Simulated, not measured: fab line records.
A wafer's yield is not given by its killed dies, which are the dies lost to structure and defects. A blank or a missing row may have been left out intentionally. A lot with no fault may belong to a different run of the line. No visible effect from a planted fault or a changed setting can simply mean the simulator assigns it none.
fab line records | flow n5Finfet
[record] lots = 7 | wafers = 19 | lastDay = 17
route steps=1938 shown BEOL_M14@1718 PASSIVATION@1936
lots untouched by any fault: they come from a run of this same line in which no faults occurred
startH: start of the lot's first displayed wafer, in hours after the record's first day | waitH: hours since the lot's step before | " unchanged from the row above | L1.1+2: a row that stands for several wafers | - no value present, or no start provided | * or withheld: withheld | < > ~ a bound
route shown NAME@n: NAME is a module with steps in the file, n the number in the route of the first one | usual: mean/standard deviation of fault-free wafers | same: alike in all rows | chamber/n: place in a boat | sites: readings site by site | _std_site: standard deviation across them | _edge_site: mean of outer sites minus mean of inner sites | radiusMm: how far each site lies from the wafer's centre | mask NAME#n: copy n | behind: tool/chamber where the wafer was last shaped | hold: what put the lot on hold/how long, in hours/how the hold closed | device: which transistor (n, p or np) failed to switch | end of line: the tests these same wafers got at the end of their route | step lacking rows: just its recipe | killed: at the first sort, the dies lost to defects and structure; wafer yield is something else | map: a wafer's dies, marking killed ones x, the rest . and places with no die _
set.NAME: setting as actually run; set.NAME@STEP: the setting as run at that earlier step | model.NAME: the simulator's own value behind a step, which no gauge read
certain route steps with their lots: each step a table, each wafer a row
services: when a tool's chamber went out of use (startH, in hours from the record's first day, below 0 if earlier), for how many hours, and the reason
[[steps]]
[step N5_BEOL_M14_COAT_58]
[recipe] resist = BARC | tempC = 205 | timeS = 60 | spinRpm = 1500 | resistThkNm = 89
[step N5_BEOL_M14_COAT_04]
[recipe] spinRpm = 1704 | resistThkNm = 800
[step N5_BEOL_M14_EBR_06]
[recipe] solvent = PGMEA | ebrWidthMm = 1.5
[step N5_BEOL_M14_SOFTBAKE_05]
[recipe] tempC = 130 | timeS = 60
[step N5_BEOL_M14_EXPOSE_07]
[recipe] maskId = V13 | na = 0.8 | sourceShape = annular | sigmaInner = 0.5 | sigmaOuter = 0.8 | polarization = unpolarized | attpsmPhaseDeg = 180 | doseMj = 57
[step N5_BEOL_M14_PEB_08]
[recipe] pebTempC = 130 | pebTimeS = 90
[step N5_BEOL_M14_DEVELOP_09]
[recipe] developTimeS = 45 | rinseLiquid = diw | dry = airSpin | devTempC = 21
[step N5_BEOL_M14_HARDBAKE_14]
[recipe] tempC = 130 | timeS = 120
[step N5_BEOL_M14_CD_MEAS_10]
[recipe] targetCdNm = 250 | landingEnergyEv = 500 | detector = seInlens | polarity = opening
[usual] cdNm = 249.3/1.6
lot.wafer | tool     | chamber | startH | waitH | cdNm
L380.4    | cdSem-01 | 0       | 270.04 | -     | 253.0
L380.5    | "        | 0       | "      | "     | 251.7
L380.6    | "        | 0       | "      | "     | 249.0
L384.2    | cdSem-02 | 0       | 294.45 | -     | 249.5
L384.4    | "        | 0       | "      | "     | 247.7
L384.5    | "        | 0       | "      | "     | 249.7
L389.1    | cdSem-03 | 0       | 332.17 | -     | 245.4
L389.2    | "        | 0       | "      | "     | 248.4
L394.1    | cdSem-01 | 0       | 332.95 | -     | 247.6
L394.4    | "        | 0       | "      | "     | 246.1
L394.5    | "        | 0       | "      | "     | 249.7
L393.1    | cdSem-02 | 0       | 341.65 | -     | 251.0
L393.6    | "        | 0       | "      | "     | 249.0
L397.3    | cdSem-02 | 0       | 365.18 | -     | 247.9
L397.5    | "        | 0       | "      | "     | 251.8
L397.6    | "        | 0       | "      | "     | 250.9
L395.3    | cdSem-03 | 0       | 366.87 | -     | 249.9
L395.4    | "        | 0       | "      | "     | 250.5
L395.6    | "        | 0       | "      | "     | 248.9
[step N5_BEOL_M14_OVL_MEAS_11]
[recipe] pointsPerWafer = 44
[usual] V13_OVL = -3/6.9
lot.wafer | tool       | chamber | startH | waitH | V13_OVL[nm]
L380.4    | overlay-02 | 0       | 270.07 | 0.0   | -10
L380.5    | "          | 0       | "      | "     | -13
L380.6    | "          | 0       | "      | "     | -5
L384.2    | overlay-01 | 0       | 294.48 | 0.0   | -2
L384.4    | "          | 0       | "      | "     | -4
L384.5    | "          | 0       | "      | "     | -11
L389.1    | overlay-02 | 0       | 332.20 | 0.0   | 4
L389.2    | "          | 0       | "      | "     | 6
L394.1    | overlay-02 | 0       | 332.98 | 0.0   | -18
L394.4    | "          | 0       | "      | "     | 1
L394.5    | "          | 0       | "      | "     | -6
L393.1    | overlay-02 | 0       | 341.68 | 0.0   | 16
L393.6    | "          | 0       | "      | "     | 3
L397.3    | overlay-02 | 0       | 365.21 | 0.0   | -8
L397.5    | "          | 0       | "      | "     | -7
L397.6    | "          | 0       | "      | "     | -2
L395.3    | overlay-01 | 0       | 366.89 | 0.0   | -9
L395.4    | "          | 0       | "      | "     | -7
L395.6    | "          | 0       | "      | "     | -5
[step N5_BEOL_M14_INSPECT_12]
[recipe] mode = adi | inspectInstrument = macro
[usual] rawDefectCount = 1.9/1.4
lot.wafer | tool             | chamber | startH | waitH | rawDefectCount
L380.4    | defectInspect-01 | -       | 270.10 | 0.0   | 1
L380.5    | "                | -       | "      | "     | 1
L380.6    | "                | -       | "      | "     | 1
L384.2    | defectInspect-02 | -       | 294.51 | 0.0   | 0
L384.4    | "                | -       | "      | "     | 2
L384.5    | "                | -       | "      | "     | 1
L389.1    | defectInspect-02 | -       | 332.22 | 0.0   | 1
L389.2    | "                | -       | "      | "     | 3
L394.1    | defectInspect-02 | -       | 333.00 | 0.0   | 1
L394.4    | "                | -       | "      | "     | 3
L394.5    | "                | -       | "      | "     | 0
L393.1    | defectInspect-02 | -       | 341.70 | 0.0   | 2
L393.6    | "                | -       | "      | "     | 3
L397.3    | defectInspect-02 | -       | 365.23 | 0.0   | 2
L397.5    | "                | -       | "      | "     | 1
L397.6    | "                | -       | "      | "     | 1
L395.3    | defectInspect-01 | -       | 366.92 | 0.0   | 4
L395.4    | "                | -       | "      | "     | 0
L395.6    | "                | -       | "      | "     | 1
[step N5_BEOL_M14_DESCUM_15]
[recipe] chemistry = O2 | timeS = 7.9 | sourcePowerW = 50 | biasPowerW = 20 | pressureMtorr = 20 | rfFrequencyHz = 2.712e+07 | tempC = 40 | o2FlowSccm = 225
[usual] biasPowerW = 20.00/0.06 | drypumpMotorCurrentA = 5.63/0.27 | oesProductAu = 0.81/0.11 | rfVppV = 243.1/1.5 | showerheadPlenumPTorr = 2.09/0.075 | throttleValvePct = 20.38/0.29
[same] timeS = 7.9
lot.wafer | tool       | chamber | startH | waitH | biasPowerW | drypumpMotorCurrentA | oesProductAu | rfHoursCounterH | rfVppV | showerheadPlenumPTorr | throttleValvePct
L380.4    | rieDiel-06 | 1       | 270.13 | 0.0   | 20.00      | 5.44                 | 0.71         | 237             | 243.4  | 2.07                  | 20.88
L380.5    | "          | 0       | "      | "     | 19.96      | 5.80                 | 0.70         | -               | 244.4  | 2.16                  | 20.58
L380.6    | "          | 3       | "      | "     | 19.97      | 5.25                 | 0.73         | -               | 241.0  | 1.99                  | 20.25
L384.2    | rieDiel-03 | 1       | 294.54 | 0.0   | 19.88      | 5.29                 | 0.67         | 235             | 243.7  | 2.14                  | 20.49
L384.4    | "          | 3       | "      | "     | 20.06      | 5.89                 | 0.81         | 93              | 245.0  | 2.23                  | 20.52
L384.5    | "          | 0       | "      | "     | 19.89      | 5.56                 | 0.74         | -               | 241.4  | 1.98                  | 20.42
L389.1    | rieDiel-03 | 1       | 332.55 | 0.3   | 19.96      | 5.27                 | 0.66         | 248             | 243.9  | 2.14                  | 20.51
L389.2    | "          | 0       | "      | "     | 19.95      | 5.55                 | 0.73         | 206             | 240.5  | 1.97                  | 20.45
L394.1    | rieDiel-03 | 2       | 333.53 | 0.5   | 20.09      | 6.14                 | 0.90         | 14              | 243.8  | 2.05                  | 19.99
L394.4    | "          | 3       | "      | "     | 20.05      | 5.90                 | 0.79         | 106             | 244.2  | 2.22                  | 20.54
L394.5    | "          | 1       | "      | "     | 20.01      | 5.28                 | 0.66         | -               | 244.6  | 2.14                  | 20.51
L393.1    | rieDiel-03 | 0       | 341.74 | 0.0   | 20.00      | 5.56                 | 0.72         | 209             | 241.4  | 1.97                  | 20.45
L393.6    | "          | 2       | "      | "     | 20.03      | 6.12                 | 0.90         | -               | 243.1  | 2.05                  | 19.99
L397.3    | rieDiel-06 | 2       | 365.32 | 0.1   | 20.04      | 6.26                 | 0.85         | 59              | 243.6  | 2.21                  | 20.22
L397.5    | "          | 3       | "      | "     | 19.98      | 5.20                 | 0.70         | -               | 241.3  | 1.98                  | 20.30
L397.6    | "          | 2       | "      | "     | 20.12      | 6.26                 | 0.85         | -               | 246.6  | 2.21                  | 20.21
L395.3    | rieDiel-02 | 3       | 366.95 | 0.0   | 20.12      | 5.55                 | 0.96         | 6               | 243.2  | 2.05                  | 20.70
L395.4    | "          | 0       | "      | "     | 19.99      | 5.57                 | 0.89         | 25              | 244.0  | 2.06                  | 20.27
L395.6    | "          | 1       | "      | "     | 19.99      | 5.86                 | 0.94         | -               | 242.6  | 2.14                  | 20.32
[step N5_BEOL_M14_ETCH_59]
[recipe] chemistry = N2/H2 | target = BARC | targetDepthA = 890 | overetchA = 267 | timeS = 67.9 | ionEnergyEv = 200 | pressureMtorr = 30 | sourceW = 840 | biasW = 150 | n2FlowSccm = 200 | h2FlowSccm = 200
[usual] drypumpMotorCurrentA = 5.64/0.27 | oesProductAu = 0.69/0.09 | rfVppV = 523.7/2.4 | showerheadPlenumPTorr = 2.54/0.084 | throttleValvePct = 17.9/0.3
[same] timeS = 67.9
lot.wafer | tool       | chamber | startH | waitH | drypumpMotorCurrentA | oesProductAu | rfHoursCounterH | rfVppV | showerheadPlenumPTorr | throttleValvePct | model.coat_of_BEOL_M14_COAT_04.thkNm
L380.4    | rieDiel-06 | 1       | 270.16 | 0.0   | 5.43                 | 0.61         | 237             | 523.7  | 2.51                  | 18.3             | 716.6
L380.5    | "          | 0       | "      | "     | 5.83                 | 0.61         | -               | 526.0  | 2.64                  | 18.1             | 716
L380.6    | "          | 3       | "      | "     | 5.24                 | 0.61         | -               | 520.4  | 2.41                  | 17.7             | 716
L384.2    | rieDiel-03 | 1       | 294.58 | 0.0   | 5.32                 | 0.58         | 235             | 524.6  | 2.61                  | 18.0             | 715.6
L384.4    | "          | 3       | "      | "     | 5.91                 | 0.68         | 93              | 527.7  | 2.68                  | 17.9             | 716.6
L384.5    | "          | 0       | "      | "     | 5.59                 | 0.63         | -               | 519.7  | 2.44                  | 18.2             | 716.8
L389.1    | rieDiel-03 | 1       | 332.58 | 0.0   | 5.31                 | 0.57         | 248             | 525.3  | 2.61                  | 18.0             | 692.2
L389.2    | "          | 0       | "      | "     | 5.56                 | 0.62         | 206             | 519.7  | 2.43                  | 18.2             | 696
L394.1    | rieDiel-03 | 2       | 333.56 | 0.0   | 6.14                 | 0.77         | 14              | 522.8  | 2.50                  | 17.6             | 689.6
L394.4    | "          | 3       | "      | "     | 5.91                 | 0.69         | 106             | 527.0  | 2.67                  | 17.9             | 716.2
L394.5    | "          | 1       | "      | "     | 5.29                 | 0.57         | -               | 523.9  | 2.61                  | 18.0             | 714
L393.1    | rieDiel-03 | 0       | 341.77 | 0.0   | 5.56                 | 0.62         | 209             | 520.3  | 2.43                  | 18.2             | 691.8
L393.6    | "          | 2       | "      | "     | 6.12                 | 0.76         | -               | 523.0  | 2.49                  | 17.6             | 720
L397.3    | rieDiel-06 | 2       | 365.36 | 0.0   | 6.26                 | 0.72         | 59              | 528.5  | 2.69                  | 17.7             | 716
L397.5    | "          | 3       | "      | "     | 5.23                 | 0.59         | -               | 520.1  | 2.40                  | 17.8             | 719.2
L397.6    | "          | 2       | "      | "     | 6.27                 | 0.72         | -               | 526.9  | 2.69                  | 17.7             | 717.2
L395.3    | rieDiel-02 | 3       | 366.99 | 0.0   | 5.57                 | 0.82         | 6               | 522.5  | 2.48                  | 18.0             | 716.2
L395.4    | "          | 0       | "      | "     | 5.62                 | 0.76         | 25              | 521.1  | 2.48                  | 17.5             | 715.4
L395.6    | "          | 1       | "      | "     | 5.88                 | 0.80         | -               | 526.9  | 2.59                  | 17.8             | 714.6
[step N5_BEOL_M14_VIA_ETCH_16]
[recipe] chemistry = C4F8/O2/Ar | target = SiO2 | heInnerTorr = 15 | heOuterTorr = 30 | targetDepthA = 12313 | timeS = withheld | ionEnergyEv = 800 | pressureMtorr = 20 | sourceW = 1905 | biasW = 2040 | Ar_flow_sccm = 400 | C4F8_flow_sccm = 16 | O2_flow_sccm = 12 | ends = cleared
[usual] drypumpMotorCurrentA = 5.64/0.27 | mfcArSccm = 399.8/1.1 | oesProductAu = 0.73/0.098 | rfVppV = 2215/32 | showerheadPlenumPTorr = 3.42/0.1 | throttleValvePct = 30.78/0.26
lot.wafer | tool       | chamber | startH | waitH | drypumpMotorCurrentA | mfcArSccm | oesProductAu | rfVppV | showerheadPlenumPTorr | throttleValvePct | model.coat_of_BEOL_M14_COAT_04.thkNm
L380.4    | rieDiel-06 | 1       | 270.22 | 0.0   | 5.42                 | 399.7     | 0.64         | 2295   | 3.40                  | 31.32            | 454.8
L380.5    | "          | 0       | "      | "     | 5.82                 | 400.3     | 0.65         | 2204   | 3.54                  | 31.04            | 453.8
L380.6    | "          | 3       | "      | "     | 5.26                 | 401.0     | 0.65         | 2185   | 3.27                  | 30.46            | 453
L384.2    | rieDiel-03 | 1       | 294.63 | 0.0   | 5.30                 | 403.3     | 0.62         | 2156   | 3.51                  | 30.80            | 448.2
L384.4    | "          | 3       | "      | "     | 5.93                 | 399.5     | 0.72         | 2240   | 3.58                  | 30.61            | 441.8
L384.5    | "          | 0       | "      | "     | 5.54                 | 399.5     | 0.66         | 2201   | 3.28                  | 30.92            | 449.2
L389.1    | rieDiel-03 | 1       | 332.63 | 0.0   | 5.31                 | 399.6     | 0.60         | 2155   | 3.50                  | 30.82            | 430.4
L389.2    | "          | 0       | "      | "     | 5.55                 | 401.3     | 0.65         | 2201   | 3.27                  | 30.93            | 429.2
L394.1    | rieDiel-03 | 2       | 333.61 | 0.0   | 6.11                 | 397.8     | 0.82         | 2181   | 3.38                  | 30.60            | 431.8
L394.4    | "          | 3       | "      | "     | 5.91                 | 399.5     | 0.72         | 2238   | 3.57                  | 30.64            | 452
L394.5    | "          | 1       | "      | "     | 5.32                 | 401.1     | 0.61         | 2155   | 3.50                  | 30.83            | 449.8
L393.1    | rieDiel-03 | 0       | 341.82 | 0.0   | 5.54                 | 399.7     | 0.66         | 2200   | 3.27                  | 30.94            | 428.6
L393.6    | "          | 2       | "      | "     | 6.10                 | 402.0     | 0.80         | 2181   | 3.38                  | 30.60            | 452.6
L397.3    | rieDiel-06 | 2       | 365.41 | 0.0   | 6.27                 | 400.6     | 0.76         | 2219   | 3.64                  | 30.77            | 452.6
L397.5    | "          | 3       | "      | "     | 5.20                 | 398.6     | 0.63         | 2183   | 3.25                  | 30.53            | 444.6
L397.6    | "          | 2       | "      | "     | 6.29                 | 399.5     | 0.77         | 2220   | 3.64                  | 30.77            | 452.8
L395.3    | rieDiel-02 | 3       | 367.04 | 0.0   | 5.57                 | 400.0     | 0.87         | 2204   | 3.37                  | 31.24            | 452.8
L395.4    | "          | 0       | "      | "     | 5.64                 | 402.1     | 0.80         | 2219   | 3.37                  | 30.64            | 451.4
L395.6    | "          | 1       | "      | "     | 5.85                 | 400.0     | 0.85         | 2249   | 3.49                  | 30.75            | 448.4
[step N5_BEOL_M14_STRIP_63]
[recipe] chemistry = O2 | powerW = 600 | tempC = 60 | pressureMtorr = 30 | rfFrequencyHz = 6e+07 | biasPowerW = 0 | overashFraction = 0.3 | o2FlowSccm = 225
[usual] drypumpMotorCurrentA = 5.63/0.28 | oesProductAu = 0.81/0.11 | rfVppV = 3.6/0.93 | showerheadPlenumPTorr = 2.09/0.075 | throttleValvePct = 16.62/0.29
[same] biasPowerW = 0
lot.wafer | tool       | chamber | startH | waitH | drypumpMotorCurrentA | oesProductAu | rfHoursCounterH | rfVppV | showerheadPlenumPTorr | throttleValvePct
L380.4    | rieDiel-06 | 1       | -      | -     | 5.43                 | 0.70         | 237             | 4.1    | 2.08                  | 17.11
L380.5    | "          | 0       | "      | "     | 5.80                 | 0.71         | -               | 3.9    | 2.16                  | 16.83
L380.6    | "          | 3       | "      | "     | 5.22                 | 0.73         | -               | 2.6    | 1.99                  | 16.55
L384.2    | rieDiel-03 | 1       | -      | -     | 5.29                 | 0.68         | 235             | 2.5    | 2.15                  | 16.75
L384.4    | "          | 3       | "      | "     | 5.92                 | 0.83         | 93              | 3.2    | 2.23                  | 16.71
L384.5    | "          | 0       | "      | "     | 5.58                 | 0.74         | -               | 3.3    | 1.98                  | 16.69
L389.1    | rieDiel-03 | 1       | -      | -     | 5.31                 | 0.65         | 248             | 4.4    | 2.14                  | 16.80
L389.2    | "          | 0       | "      | "     | 5.55                 | 0.71         | 206             | 5.1    | 1.98                  | 16.74
L394.1    | rieDiel-03 | 2       | -      | -     | 6.09                 | 0.91         | 14              | 4.4    | 2.05                  | 16.18
L394.4    | "          | 3       | "      | "     | 5.92                 | 0.80         | 106             | 1.4    | 2.22                  | 16.74
L394.5    | "          | 1       | "      | "     | 5.28                 | 0.66         | -               | 4.0    | 2.14                  | 16.80
L393.1    | rieDiel-03 | 0       | -      | -     | 5.55                 | 0.72         | 209             | 4.0    | 1.98                  | 16.74
L393.6    | "          | 2       | "      | "     | 6.15                 | 0.90         | -               | 4.1    | 2.05                  | 16.22
L397.3    | rieDiel-06 | 2       | -      | -     | 6.26                 | 0.85         | 60              | 4.9    | 2.21                  | 16.48
L397.5    | "          | 3       | "      | "     | 5.23                 | 0.71         | -               | 2.8    | 1.98                  | 16.59
L397.6    | "          | 2       | "      | "     | 6.26                 | 0.84         | -               | 3.7    | 2.21                  | 16.48
L395.3    | rieDiel-02 | 3       | -      | -     | 5.57                 | 0.97         | 6               | 3.4    | 2.05                  | 16.86
L395.4    | "          | 0       | "      | "     | 5.55                 | 0.90         | 25              | 2.1    | 2.07                  | 16.41
L395.6    | "          | 1       | "      | "     | 5.86                 | 0.95         | -               | 3.6    | 2.14                  | 16.54
[step N5_PASSIVATION_PROBE_49]
[usual] defectLimitedYield = 91.4/1.5 | killed_at_M0_to_M3 = 34/12 | killed_at_M4_up = 12/4.9 | killedAtContacts = 13/7.2 | killedAtFrontEnd = 39/12 | killedAtOther = 3.7/2.9 | killedDies = 101/18 | killedOpen = 67/14 | killedShort = 33/7.2 | sort_bin_4_leakage = 0.00/0.022 | sort_bin_5_function = 5.1/0.97 | sort_bin_6_memory = 3.2/0.67 | sortNPass = 1079/17 | sortYieldPct = 91.4/1.5
[same] grossDies = 1180 | killedAtBackSide = 0 | sort_bin_8_speed[%] = 0
lot.wafer | tool      | chamber | startH | waitH | defectLimitedYield[%] | killed_at_M0_to_M3 | killed_at_M4_up | killedAtContacts | killedAtFrontEnd | killedAtOther | killedDies | killedOpen | killedShort | sort_bin_4_leakage[%] | sort_bin_5_function[%] | sort_bin_6_memory[%] | sortNPass | sortYieldPct[%]
L389.1    | prober-01 | -       | 356.86 | 0.0   | 91.3                  | 19                 | 7               | 14               | 51               | 12            | 103        | 60         | 42          | 0                     | 4.7                    | 3.3                  | 1077      | 91.3
L389.2    | prober-01 | -       | 356.91 | 0.1   | 91.7                  | 45                 | 13              | 12               | 26               | 2             | 98         | 67         | 30          | 0                     | 5.5                    | 2.5                  | 1082      | 91.7
// killed by level:class
L389.1 FIN_SAQP:geometricParticle:open=18 GATE_CUT:geometricParticle:short=10 MOL_CONTACT_COAG:geometricParticle:open=10 FIN_SAQP:geometricParticle:short=7 GATE_CUT:geometricParticle:open=6 BEOL_M0_SAQP:geometricParticle:short=5 MIM_TOP:geometricParticle:open=5 MOL_CONTACT_COAG:geometricParticle:short=4
L389.2 BEOL_M0_SAQP:geometricParticle:short=16 MOL_CONTACT_COAG:geometricParticle:open=12 BEOL_M0_SAQP:geometricParticle:open=10 BEOL_M3:geometricParticle:open=5 GATE_CUT:geometricParticle:open=5 BEOL_M5:geometricParticle:open=5 STI_FIN_REVEAL:geometricParticle:open=4 BEOL_M2:geometricParticle:open=4
[[services]]
tool       | chamber | startH | hours | kind
rieDiel-03 | 2       | 256.56 | -     | clean
rieDiel-03 | 2       | 256.56 | -     | consumableReplace:focusRing
rieDiel-03 | 2       | 256.56 | 32.4  | scheduledDown
rieDiel-03 | 2       | 256.56 | 32.4  | ventCycle
rieDiel-06 | 2       | 279.68 | 6.7   | repair
rieDiel-02 | 0       | 290.62 | -     | clean
rieDiel-02 | 0       | 290.62 | -     | consumableReplace:focusRing
rieDiel-02 | 0       | 290.62 | 26.0  | scheduledDown
rieDiel-02 | 0       | 290.62 | 26.0  | ventCycle
rieDiel-06 | 1       | 303.13 | -     | clean
rieDiel-06 | 1       | 303.13 | -     | consumableReplace:focusRing
rieDiel-06 | 1       | 303.13 | 17.1  | scheduledDown
rieDiel-06 | 1       | 303.13 | 17.1  | ventCycle
rieDiel-02 | 1       | 316.83 | -     | clean
rieDiel-02 | 1       | 316.83 | -     | consumableReplace:focusRing
rieDiel-02 | 1       | 316.83 | 16.5  | scheduledDown
rieDiel-02 | 1       | 316.83 | 16.5  | ventCycle
rieDiel-02 | 3       | 333.67 | -     | clean
rieDiel-02 | 3       | 333.67 | -     | consumableReplace:focusRing
rieDiel-03 | 1       | 337.73 | -     | clean
rieDiel-03 | 1       | 337.73 | -     | consumableReplace:focusRing
rieDiel-03 | 1       | 337.73 | 17.7  | scheduledDown
rieDiel-03 | 1       | 337.73 | 17.7  | ventCycle
rieDiel-03 | -       | 355.55 | 2.2   | repair
[[key]]
firstSign none at tools or gauges
[modelEffect] step = N5_BEOL_M14_ETCH_59 | value = coat_of_BEOL_M14_COAT_04.thkNm | without = 719.1 | struck = 692.4
[modelEffect] step = N5_BEOL_M14_VIA_ETCH_16 | value = coat_of_BEOL_M14_COAT_04.thkNm | without = 456.6 | struck = 430
metAt N5_BEOL_M14_ETCH_59
struckWafers L389.1,L389.2,L393.1,L394.1
onsetBetween 294.58 332.58
[fault] kind = processParameterDrift | tool = rieDiel-03 | chamber = - | onsetH = 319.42 | steps = N5_BEOL_M14_ETCH_59 | channel = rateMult | offset = 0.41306 | shape = step | endH = 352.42 | scope = struckWafersOnly
